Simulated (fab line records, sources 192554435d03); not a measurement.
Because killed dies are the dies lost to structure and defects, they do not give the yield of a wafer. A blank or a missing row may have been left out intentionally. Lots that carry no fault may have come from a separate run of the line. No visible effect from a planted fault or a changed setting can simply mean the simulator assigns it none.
Matching of chambers -- flow n5-finfet -- N5_FIN_SAQP_PECVD_47 on pecvd-02 has 3 sister chambers
The step deposits a-Si from SiH4/He, target thk 45 nm, time 36.3 s. 3 wafers are shown with their chamber, then 9 later ones without.

== WAFERS, EACH WITH ITS CHAMBER ==
wafer,chamber,throttle-valve-pct (%)
L083.4,1,18.4
L083.5,0,17.2
L083.6,2,17.7

== WAFERS MISSING THEIR CHAMBER ==
wafer,throttle-valve-pct (%)
L084.2,16.9
L084.3,18.0
L084.4,17.7
L089.3,17.8
L089.4,18.2
L089.5,18.1
L097.1,16.9
L097.2,18.3
L097.4,18.0

== EACH ONE'S CHAMBER ==
wafer,from the rows above,in truth
L084.2,0,0
L084.3,can't be placed: 2 or 1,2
L084.4,2,2
L089.3,2,2
L089.4,can't be placed: 1 or 2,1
L089.5,can't be placed: 1 or 2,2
L097.1,0,0
L097.2,1,1
L097.4,can't be placed: 2 or 1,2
Placed correctly: 5 of 9. Not placeable from these rows: 4 (in 4, the candidates include the true chamber). 0 placed wrongly.
How it was worked out, from the rows above alone: a wafer's distance from a chamber is the root of the sum, over the readings, of the square of ((its reading less the chamber's mean) divided by the reading's scatter). The wafer belongs to the nearest chamber; if the next one is less than 2 further off, it can't be placed. A chamber's mean is the mean of its shown wafers. The scatter (one wafer shown for each chamber): square how far every hidden wafer sits from the nearest shown wafer, average those squares and take the square root.
